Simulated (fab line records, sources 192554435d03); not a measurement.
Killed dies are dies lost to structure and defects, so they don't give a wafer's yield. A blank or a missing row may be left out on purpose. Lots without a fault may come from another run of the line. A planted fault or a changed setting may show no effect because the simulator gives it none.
fab line records | flow n5_finfet | part 1 of 2: steps 1 to 4 of 6
record lots=24 wafers=72 last_day=20
route steps=1938 shown BEOL_M8@1377 BEOL_M9@1405
lots that met no fault: from a run of the same line without faults
start_h: hours from the record's first day to the start of the lot's first wafer shown | wait_h: hours since the lot's step before | " the same as in the row above | L1.1+2: a row that stands for several wafers | - no value, or no start given | * or withheld: withheld | < > ~ a bound
route shown NAME@n: a module of which the file shows steps, and the number in the route of the first | usual: mean/standard deviation of fault-free wafers | same: alike in all rows | chamber/n: place in a boat | sites: the reading at each site | _std_site: their standard deviation | _edge_site: outer sites' mean less inner sites' | radius_mm: how far each site lies from the wafer's centre | mask NAME#n: copy n | behind: the tool/chamber that last shaped the wafer | hold: why the lot was held/for how many hours/how that ended | device: the transistor (n, p or np) that didn't switch | end of line: the same wafers' tests at the end of the route | a step without rows: its recipe alone | killed: dies lost to structure and defects at the first sort, not the wafer's yield | map: a wafer's dies, x killed, . not, _ none there
set.NAME: the setting as run; set.NAME@STEP: as run at that earlier step | model.NAME: the simulator's own value behind a step, which no gauge read
steps of the route over a sample of lots; a table a step, a row a wafer
services: from which hour (start_h, from the record's first day; less than 0 if before it) a tool's chamber was out of use, for how many hours, and why
## steps
# step N5_BEOL_M8_TRENCH_ETCH_37
# recipe chemistry=C4F6/O2 target_depth_a=934.78 target=SiCOH_lowk time_s=31.2 ion_energy_ev=250 pressure_mtorr=30 source_w=345 bias_w=185 Ar_flow_sccm=300 C4F6_flow_sccm=10 O2_flow_sccm=10
# usual drypump_motor_current_A=5.8/0.54 oes_ar_750_au=0.81/0.1 oes_product_au=0.81/0.11 rf_vpp_V=665/13 showerhead_plenum_p_Torr=2.87/0.11 throttle_valve_pct=20.8/0.32
# same time_s=31.2
# columns lot.wafer tool chamber start_h wait_h drypump_motor_current_A oes_ar_750_au oes_product_au rf_hours_counter_h rf_vpp_V showerhead_plenum_p_Torr throttle_valve_pct
L076.3 rie_diel-03 1 - - 5.9 0.77 0.76 184 665 2.96 21.5
L076.4 " 2 " " 5.6 0.71 0.70 - 644 2.69 20.8
L076.5 " 0 " " 4.9 0.90 0.91 - 660 2.80 20.6
L078.1 rie_diel-02 2 - - 5.2 0.95 0.97 7 661 2.81 20.7
L078.3 " 1 " " 5.5 0.70 0.68 241 656 2.79 21.2
L078.5 " 3 " " 6.4 0.71 0.70 - 655 2.70 20.6
L074.2 rie_diel-03 1 - - 5.9 0.76 0.75 192 664 2.95 21.5
L074.3 " 2 " " 5.6 0.71 0.69 205 641 2.69 20.7
L074.4 " 1 " " 6.0 0.77 0.75 - 663 2.96 21.5
L077.3 rie_diel-06 1 - - 5.2 0.69 0.68 224 652 2.93 21.0
L077.4 " 2 " " 6.2 0.67 0.67 245 678 2.89 20.9
L077.5 " 2 " " 6.2 0.67 0.66 - 680 2.89 20.9
L079.3 rie_diel-02 1 - - 5.5 0.70 0.68 246 660 2.79 21.2
L079.4 " 3 " " 6.3 0.70 0.70 215 653 2.70 20.6
L079.6 " 1 " " 5.5 0.70 0.69 - 658 2.79 21.2
L080.2 rie_diel-06 0 - - 5.9 0.71 0.71 217 691 2.90 21.0
L080.4 " 2 " " 6.1 0.67 0.66 - 680 2.89 20.9
L080.6 " 0 " " 5.9 0.71 0.72 - 689 2.90 21.0
L075.1 rie_diel-03 2 - - 5.6 0.71 0.70 211 643 2.68 20.8
L075.4 " 0 " " 4.9 0.88 0.89 35 660 2.79 20.6
L075.5 " 0 " " 4.9 0.89 0.89 - 661 2.79 20.6
L081.2 rie_diel-03 0 - - 4.9 0.86 0.88 40 659 2.79 20.6
L081.3 " 1 " " 5.9 0.76 0.75 203 663 2.95 21.5
L081.5 " 3 " " 6.1 0.97 0.97 - 678 3.02 20.5
L082.1 rie_diel-03 2 - - 5.6 0.70 0.68 217 643 2.68 20.8
L082.4 " 0 " " 4.8 0.88 0.86 41 660 2.79 20.6
L082.6 " 0 " " 4.9 0.87 0.87 - 659 2.79 20.6
L083.1 rie_diel-03 3 - - 6.1 0.97 0.97 7 679 3.02 20.5
L083.2 " 2 " " 5.6 0.70 0.68 218 642 2.68 20.8
L083.6 " 2 " " 5.6 0.70 0.68 - 642 2.68 20.8
L086.2 rie_diel-06 0 - - 6.0 0.70 0.70 238 691 2.89 21.0
L086.3 " 2 " " 6.2 0.94 0.95 3 680 2.89 20.6
L086.4 " 3 " " 6.8 0.92 0.93 12 670 2.92 20.7
L085.1 rie_diel-06 1 - - 5.2 0.68 0.67 247 653 2.92 21.0
L085.3 " 0 " " 5.9 0.70 0.70 239 689 2.89 21.0
L085.6 " 2 " " 6.2 0.94 0.95 - 678 2.89 20.6
L084.2 rie_diel-03 3 - - 6.1 0.93 0.94 19 678 3.01 20.5
L084.4 " 0 " " 4.8 0.85 0.86 52 660 2.78 20.6
L084.5 " 0 " " 4.8 0.85 0.87 - 659 2.78 20.6
L087.3 rie_diel-06 0 - - 5.9 0.69 0.70 240 689 2.89 21.0
L087.4 " 2 " " 6.2 0.93 0.95 6 678 2.89 20.6
L087.5 " 1 " " 5.2 0.68 0.68 - 650 2.92 21.0
L088.3 rie_diel-03 3 - - 6.1 0.92 0.93 24 678 3.01 20.5
L088.5 " 3 " " 6.1 0.92 0.93 - 678 3.01 20.5
L088.6 " 0 " " 4.9 0.84 0.85 - 660 2.78 20.7
L089.1 rie_diel-02 0 - - 6.1 0.84 0.84 76 674 3.01 20.4
L089.3 " 1 " " 5.5 0.90 0.90 18 656 2.78 21.0
L089.4 " 2 " " 5.1 0.88 0.88 37 662 2.80 20.8
L091.3 rie_diel-03 3 - - 6.1 0.92 0.93 25 679 3.01 20.5
L091.4 " 3 " " 6.2 0.91 0.92 - 678 3.01 20.5
L091.5 " 0 " " 4.9 0.85 0.85 - 660 2.78 20.6
L094.2 rie_diel-02 1 - - 5.5 0.90 0.92 21 658 2.78 21.0
L094.3 " 3 " " 6.4 0.68 0.68 246 654 2.69 20.7
L094.6 " 1 " " 5.5 0.90 0.91 - 659 2.78 21.0
L090.1 rie_diel-06 2 - - 6.2 0.90 0.91 16 679 2.88 20.6
L090.2 " 3 " " 6.8 0.89 0.89 26 670 2.92 20.7
L090.6 " 2 " " 6.2 0.91 0.91 - 679 2.88 20.6
L092.1 rie_diel-03 3 - - 6.1 0.91 0.92 30 677 3.00 20.5
L092.3 " 1 " " 6.0 0.74 0.73 226 664 2.94 21.5
L092.6 " 2 " " 5.6 0.68 0.68 - 641 2.67 20.8
L093.3 rie_diel-03 0 - - 4.9 0.84 0.84 66 660 2.78 20.7
L093.5 " 0 " " 4.9 0.83 0.83 - 659 2.78 20.7
L093.6 " 3 " " 6.1 0.90 0.91 - 678 3.00 20.5
L096.1 rie_diel-06 3 - - 6.8 0.86 0.86 43 670 2.91 20.7
L096.2 " 1 " " 5.2 0.93 0.93 12 652 2.92 20.8
L096.4 " 1 " " 5.2 0.93 0.93 - 651 2.92 20.8
L095.1 rie_diel-03 1 - - 6.0 0.73 0.73 237 663 2.93 21.6
L095.2 " 3 " " 6.1 0.89 0.89 41 678 3.00 20.5
L095.3 " 0 " " 4.9 0.83 0.83 74 660 2.77 20.7
L097.3 rie_diel-06 3 - - 6.8 0.83 0.84 - 670 2.90 20.7
L097.5 " 3 " " 6.8 0.84 0.84 - 671 2.90 20.7
L097.6 " 2 " " 6.2 0.84 0.85 - 679 2.87 20.7
# step N5_BEOL_M8_DEP_56
# recipe material=SiCN target_thk_a=100 temp_c=withheld precursor=3MS/NH3 pressure_torr=3 rf_w=202 time_s=17.5
# usual showerhead_plenum_p_Torr=3.660/0.016 showerhead_vpp_V=881/36 throttle_valve_pct=9.0/0.55
# same time_s=17.5
# columns lot.wafer tool chamber start_h wait_h showerhead_plenum_p_Torr showerhead_vpp_V throttle_valve_pct
L076.3 pecvd-03 1 250.12 0.0 3.648 870 8.6
L076.4 " 2 " " 3.672 870 7.6
L076.5 " 1 " " 3.654 858 8.8
L078.1 pecvd-03 0 260.49 0.0 3.666 836 9.4
L078.3 " 1 " " 3.662 872 8.7
L078.5 " 1 " " 3.650 872 8.6
L074.2 pecvd-03 0 263.52 0.0 3.674 845 9.6
L074.3 " 2 " " 3.667 865 8.1
L074.4 " 2 " " 3.663 861 8.2
L077.3 pecvd-02 0 269.62 0.0 3.675 895 9.2
L077.4 " 2 " " 3.636 902 9.3
L077.5 " 0 " " 3.680 900 9.7
L079.3 pecvd-02 1 271.78 0.0 3.679 928 8.8
L079.4 " 0 " " 3.687 907 9.1
L079.6 " 1 " " 3.682 921 9.0
L080.2 pecvd-01 2 272.06 0.0 3.647 979 8.7
L080.4 " 2 " " 3.640 971 8.6
L080.6 " 0 " " 3.666 862 9.4
L075.1 pecvd-03 2 276.77 0.0 3.671 864 8.2
L075.4 " 1 " " 3.647 855 8.7
L075.5 " 2 " " 3.679 859 8.0
L081.2 pecvd-02 0 292.52 0.0 3.681 924 9.3
L081.3 " 1 " " 3.677 925 9.3
L081.5 " 0 " " 3.675 911 9.4
L082.1 pecvd-03 1 293.41 0.0 3.653 867 8.5
L082.4 " 2 " " 3.674 864 8.3
L082.6 " 1 " " 3.650 850 8.7
L083.1 pecvd-01 0 294.97 0.0 3.657 867 9.8
L083.2 " 1 " " 3.634 883 8.5
L083.6 " 1 " " 3.636 865 8.7
L086.2 pecvd-03 2 319.62 0.0 3.665 848 8.1
L086.3 " 0 " " 3.663 864 9.4
L086.4 " 1 " " 3.659 864 9.0
L085.1 pecvd-03 0 327.14 0.0 3.663 841 9.8
L085.3 " 2 " " 3.675 865 8.1
L085.6 " 2 " " 3.672 870 8.2
L084.2 pecvd-03 1 328.47 0.0 3.656 862 8.4
L084.4 " 2 " " 3.669 850 8.1
L084.5 " 1 " " 3.666 875 8.7
L087.3 pecvd-03 2 334.02 0.0 3.673 874 8.0
L087.4 " 1 " " 3.656 876 8.7
L087.5 " 0 " " 3.669 846 9.8
L088.3 pecvd-01 1 344.33 0.0 3.634 871 8.5
L088.5 " 1 " " 3.642 864 8.4
L088.6 " 0 " " 3.671 847 9.6
L089.1 pecvd-01 0 344.51 0.0 3.663 871 9.4
L089.3 " 1 " " 3.639 860 8.4
L089.4 " 2 " " 3.641 976 8.9
L091.3 pecvd-02 0 346.23 0.0 3.673 891 9.6
L091.4 " 2 " " 3.628 892 9.4
L091.5 " 1 " " 3.677 913 9.1
L094.2 pecvd-02 1 356.56 0.0 3.674 908 8.9
L094.3 " 1 " " 3.679 901 9.0
L094.6 " 1 " " 3.681 920 9.3
L090.1 pecvd-01 1 357.80 0.0 3.631 868 8.6
L090.2 " 2 " " 3.652 980 8.9
L090.6 " 1 " " 3.638 868 8.8
L092.1 pecvd-01 2 364.07 0.0 3.654 994 9.0
L092.3 " 1 " " 3.642 876 8.8
L092.6 " 0 " " 3.665 864 9.6
L093.3 pecvd-01 1 367.87 0.0 3.640 862 8.7
L093.5 " 0 " " 3.672 865 9.8
L093.6 " 1 " " 3.645 865 8.6
L096.1 pecvd-03 2 390.73 0.0 3.673 862 8.3
L096.2 " 1 " " 3.657 868 8.7
L096.4 " 2 " " 3.676 860 8.1
L095.1 pecvd-02 2 391.26 0.0 3.643 903 9.2
L095.2 " 1 " " 3.682 906 9.0
L095.3 " 2 " " 3.619 882 9.2
L097.3 pecvd-03 2 418.57 0.0 3.667 870 8.2
L097.5 " 2 " " 3.671 854 8.1
L097.6 " 0 " " 3.666 848 9.7
# step N5_BEOL_M9_HM_DEP_02
# recipe material=TiN target_thk_a=200 temp_c=25 chamber_pressure_pa=0.49996
# usual throttle_valve_pct=29.6/0.98
# columns lot.wafer tool chamber start_h wait_h throttle_valve_pct
L076.3 pvd_sputter-02 - 252.06 0.7 28.4
L076.4 " - " " 29.2
L076.5 " - " " 29.9
L078.1 pvd_sputter-01 - 261.53 0.3 28.8
L078.3 " - " " 31.5
L078.5 " - " " 28.8
L074.2 pvd_sputter-02 - 266.63 2.3 29.5
L074.3 " - " " 29.4
L074.4 " - " " 28.6
L077.3 pvd_sputter-02 - 270.73 0.3 30.1
L077.4 " - " " 28.4
L077.5 " - " " 29.7
L079.3 pvd_sputter-01 - 273.71 1.2 28.6
L079.4 " - " " 30.0
L079.6 " - " " 28.4
L080.2 pvd_sputter-01 - 274.47 1.0 28.4
L080.4 " - " " 29.7
L080.6 " - " " 31.6
L075.1 pvd_sputter-03 - 278.46 0.8 31.1
L075.4 " - " " 29.3
L075.5 " - " " 29.9
L081.2 pvd_sputter-03 - 293.64 0.3 31.4
L081.3 " - " " 30.1
L081.5 " - " " 29.4
L082.1 pvd_sputter-02 - 295.66 1.5 29.3
L082.4 " - " " 28.6
L082.6 " - " " 29.6
L083.1 pvd_sputter-02 - 296.46 0.7 29.7
L083.2 " - " " 28.3
L083.6 " - " " 30.1
L086.2 pvd_sputter-02 - 324.56 4.2 28.4
L086.3 " - " " 29.3
L086.4 " - " " 28.5
L085.1 pvd_sputter-03 - 328.44 0.5 29.7
L085.3 " - " " 31.1
L085.6 " - " " 30.3
L084.2 pvd_sputter-03 - 330.32 1.1 31.2
L084.4 " - " " 30.0
L084.5 " - " " 30.0
L087.3 pvd_sputter-01 - 334.84 0.0 28.7
L087.4 " - " " 29.9
L087.5 " - " " 31.6
L088.3 pvd_sputter-01 - 346.43 1.3 30.0
L088.5 " - " " 30.1
L088.6 " - " " 28.6
L089.1 pvd_sputter-01 - 346.53 1.1 31.6
L089.3 " - " " 29.8
L089.4 " - " " 28.6
L091.3 pvd_sputter-01 - 349.83 0.7 29.9
L091.4 " - " " 31.6
L091.5 " - " " 28.4
L094.2 pvd_sputter-02 - 357.85 0.5 29.9
L094.3 " - " " 29.4
L094.6 " - " " 29.4
L090.1 pvd_sputter-01 - 360.47 1.4 31.4
L090.2 " - " " 28.4
L090.6 " - " " 28.7
L092.1 pvd_sputter-01 - 366.17 1.3 28.7
L092.3 " - " " 31.3
L092.6 " - " " 29.7
L093.3 pvd_sputter-01 - 369.83 1.0 29.9
L093.5 " - " " 31.4
L093.6 " - " " 30.0
L096.1 pvd_sputter-01 - 393.64 2.1 28.5
L096.2 " - " " 31.3
L096.4 " - " " 30.0
L095.1 pvd_sputter-02 - 395.45 3.4 29.4
L095.2 " - " " 30.0
L095.3 " - " " 29.4
L097.3 pvd_sputter-01 - 420.10 0.6 31.3
L097.5 " - " " 28.7
L097.6 " - " " 30.2
# step N5_BEOL_M9_CD_MEAS_28
# recipe target_cd_nm=70 landing_energy_ev=500 detector=se_inlens polarity=opening
# usual cd_nm=70.06/0.28
# columns lot.wafer tool chamber start_h wait_h cd_nm
L076.3 cd_sem-01 0 254.20 - 70.04
L076.4 " 0 " " 69.74
L076.5 " 0 " " 69.83
L078.1 cd_sem-01 0 263.43 - 70.11
L078.3 " 0 " " 70.44
L078.5 " 0 " " 69.72
L074.2 cd_sem-03 0 267.99 - 70.06
L074.3 " 0 " " 69.78
L074.4 " 0 " " 69.90
L077.3 cd_sem-02 0 272.82 - 70.08
L077.4 " 0 " " 70.03
L077.5 " 0 " " 69.94
L079.3 cd_sem-01 0 277.02 - 70.41
L079.4 " 0 " " 69.72
L079.6 " 0 " " 69.81
L080.2 cd_sem-02 0 277.23 - 70.09
L080.4 " 0 " " 70.26
L080.6 " 0 " " 70.18
L075.1 cd_sem-02 0 281.34 - 70.41
L075.4 " 0 " " 70.07
L075.5 " 0 " " 69.79
L081.2 cd_sem-03 0 294.98 - 70.04
L081.3 " 0 " " 69.24
L081.5 " 0 " " 69.85
L083.1 cd_sem-03 0 298.70 - 70.75
L083.2 " 0 " " 70.43
L083.6 " 0 " " 70.13
L082.1 cd_sem-01 0 298.74 - 70.26
L082.4 " 0 " " 70.17
L082.6 " 0 " " 70.31
L086.2 cd_sem-01 0 326.29 - 70.08
L086.3 " 0 " " 70.01
L086.4 " 0 " " 70.16
L085.1 cd_sem-01 0 334.17 - 70.35
L085.3 " 0 " " 70.25
L085.6 " 0 " " 70.55
L084.2 cd_sem-03 0 334.21 - 69.76
L084.4 " 0 " " 70.26
L084.5 " 0 " " 70.23
L087.3 cd_sem-01 0 336.18 - 70.09
L087.4 " 0 " " 70.10
L087.5 " 0 " " 69.80
L088.3 cd_sem-02 0 348.70 - 69.53
L088.5 " 0 " " 70.21
L088.6 " 0 " " 70.14
L089.1 cd_sem-02 0 348.79 - 70.32
L089.3 " 0 " " 70.58
L089.4 " 0 " " 69.86
L091.3 cd_sem-03 0 352.85 - 69.94
L091.4 " 0 " " 70.21
L091.5 " 0 " " 70.32
L094.2 cd_sem-03 0 359.63 - 69.58
L094.3 " 0 " " 69.88
L094.6 " 0 " " 69.88
L090.1 cd_sem-03 0 361.87 - 69.75
L090.2 " 0 " " 70.00
L090.6 " 0 " " 69.87
L092.1 cd_sem-02 0 369.10 - 70.04
L092.3 " 0 " " 70.40
L092.6 " 0 " " 70.08
L093.3 cd_sem-02 0 371.65 - 70.07
L093.5 " 0 " " 69.72
L093.6 " 0 " " 70.14
L096.1 cd_sem-03 0 394.97 - 70.23
L096.2 " 0 " " 69.84
L096.4 " 0 " " 70.03
L095.1 cd_sem-01 0 397.98 - 69.74
L095.2 " 0 " " 69.88
L095.3 " 0 " " 69.31
L097.3 cd_sem-01 0 422.82 - 70.40
L097.5 " 0 " " 70.02
L097.6 " 0 " " 70.30
